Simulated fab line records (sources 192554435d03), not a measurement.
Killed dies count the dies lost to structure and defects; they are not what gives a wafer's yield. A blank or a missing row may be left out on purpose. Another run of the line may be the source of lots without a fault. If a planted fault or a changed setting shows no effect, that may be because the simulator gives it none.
Split-lot experiment	flow n5-finfet	39 wafers read across 7 lots, on a route 1938 steps long

## THE SPLIT
At N5_HKMG_FIN_HK_ALD_01 (deposits HfO2, target thk 1.6 nm, pulse time 3 s, purge time 3 s), the setting ald-cycles was moved away from the recipe's 30 on 6 of the 39 wafers read, by -10.0% to +6.7%. All remaining wafers had this setting at the recipe value.

## FROM THE SPLIT TO THE READING: what the file shows between them, 4 steps
- N5_HKMG_FIN_HK_ANNEAL_02: time 30 s
- N5_HKMG_FIN_ALD_74: deposits La2O3, target thk 0.5 nm, pulse time 6 s, co reactant pulse time 1 s
- N5_HKMG_FIN_WET_ETCH_82: etches La2O3 in dHCl, stops on HfO2, target depth 2 nm, rinse time 30 s
- N5_HKMG_FIN_ALD_36: deposits TiN, target thk 1 nm, pulse time 1 s, purge time 3 s

## THE READING
HK_THK, in nm, at N5_HKMG_FIN_THK_MEAS_70 (measures by xrf). On this fab line, fault-free wafers typically give 1.612 nm with a standard deviation of 0.021 nm.

wafer	tool, chamber at the split	ald-cycles as run	against the recipe	HK_THK, nm	against lot-mates on the recipe
L074.1	ald-hk-03, 2,3,0,1,2,1	30	recipe	1.598	-
L074.2	ald-hk-03, 2,3,0,1,2,1	30	recipe	1.612	-
L074.3	ald-hk-03, 2,3,0,1,2,1	30	recipe	1.604	-
L074.4	ald-hk-03, 2,3,0,1,2,1	30	recipe	1.616	-
L074.5	ald-hk-03, 2,3,0,1,2,1	30	recipe	1.618	-
L074.6	ald-hk-03, 2,3,0,1,2,1	30	recipe	1.619	-
L078.3	ald-hk-03, 3,2,3	30	recipe	1.612	-
L078.4	ald-hk-03, 3,2,3	30	recipe	1.602	-
L078.6	ald-hk-03, 3,2,3	30	recipe	1.617	-
L081.1	ald-hk-03, 1,2,3	32	+6.7%	1.725	+0.121
L081.2	ald-hk-03, 3,0,2	30	recipe	1.616	-
L081.3	ald-hk-03, 1,2,3	32	+6.7%	1.715	+0.111
L081.4	ald-hk-03, 3,0,2	30	recipe	1.604	-
L081.5	ald-hk-03, 1,2,3	32	+6.7%	1.695	+0.091
L081.6	ald-hk-03, 3,0,2	30	recipe	1.593	-
L086.1	ald-hk-03, 2,0,1,3,2,3	30	recipe	1.598	-
L086.2	ald-hk-03, 2,0,1,3,2,3	30	recipe	1.658	-
L086.3	ald-hk-03, 2,0,1,3,2,3	30	recipe	1.632	-
L086.4	ald-hk-03, 2,0,1,3,2,3	30	recipe	1.646	-
L086.5	ald-hk-03, 2,0,1,3,2,3	30	recipe	1.636	-
L086.6	ald-hk-03, 2,0,1,3,2,3	30	recipe	1.613	-
L093.1	ald-hk-01, 3,0,3	27	-10.0%	1.417	-0.171
L093.2	ald-hk-01, 1,2,0	30	recipe	1.580	-
L093.3	ald-hk-01, 3,0,3	27	-10.0%	1.466	-0.122
L093.4	ald-hk-01, 1,2,0	30	recipe	1.561	-
L093.5	ald-hk-01, 3,0,3	27	-10.0%	1.423	-0.165
L093.6	ald-hk-01, 1,2,0	30	recipe	1.624	-
L096.1	ald-hk-02, 1,0,2,3,3,0	30	recipe	1.614	-
L096.2	ald-hk-02, 1,0,2,3,3,0	30	recipe	1.637	-
L096.3	ald-hk-02, 1,0,2,3,3,0	30	recipe	1.595	-
L096.4	ald-hk-02, 1,0,2,3,3,0	30	recipe	1.574	-
L096.5	ald-hk-02, 1,0,2,3,3,0	30	recipe	1.590	-
L096.6	ald-hk-02, 1,0,2,3,3,0	30	recipe	1.585	-
L097.1	ald-hk-01, 3,1,2,0,2,3	30	recipe	1.603	-
L097.2	ald-hk-01, 3,1,2,0,2,3	30	recipe	1.595	-
L097.3	ald-hk-01, 3,1,2,0,2,3	30	recipe	1.607	-
L097.4	ald-hk-01, 3,1,2,0,2,3	30	recipe	1.596	-
L097.5	ald-hk-01, 3,1,2,0,2,3	30	recipe	1.590	-
L097.6	ald-hk-01, 3,1,2,0,2,3	30	recipe	1.597	-
Rows listing several chambers each stand for several wafers; the file does not say which wafer went through which chamber.

THE FIT
A straight line over all 39 wafers: HK_THK changes by +0.0167 nm for each +1% of ald-cycles; r = +0.94; the points scatter about the line by 0.02 nm.
The same after taking each lot's own level away (the mean of its wafers on the recipe; 39 wafers): +0.0156 nm for each +1%; r = +0.96; scatter 0.016 nm.
That fit puts the effect of the largest move of ald-cycles on the reading at 0.16 nm.
The lots' own levels span 1.5883 to 1.6305 nm, that is 2.0 times the standard deviation above.
The two slopes agree, so the slope changes little with the lot-to-lot level.
Check: with one of the wafers moved furthest among these (-10.0%) left out of the fit, the line predicts -0.15 nm for it against its lot-mates. It came out at -0.171 nm against them.

## OTHER SPLITS APPLIED TO THESE WAFERS
Before the reading, these wafers also passed through other splits. Each is held against what the fit with the lots' levels taken away leaves over:
other split on the same wafers	wafers away from the commonest value	r with HK_THK (lot level and that fit taken away)
N5_DUMMY_GATE_HM_DEP_06 time-s	30	+0.00
N5_SD_EPI_P_EXPOSE_06 dose-mj	18	+0.09

## THE FILE'S OWN FIT
HK_THK changes by +0.0155 nm for each +1% of ald-cycles, r = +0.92.
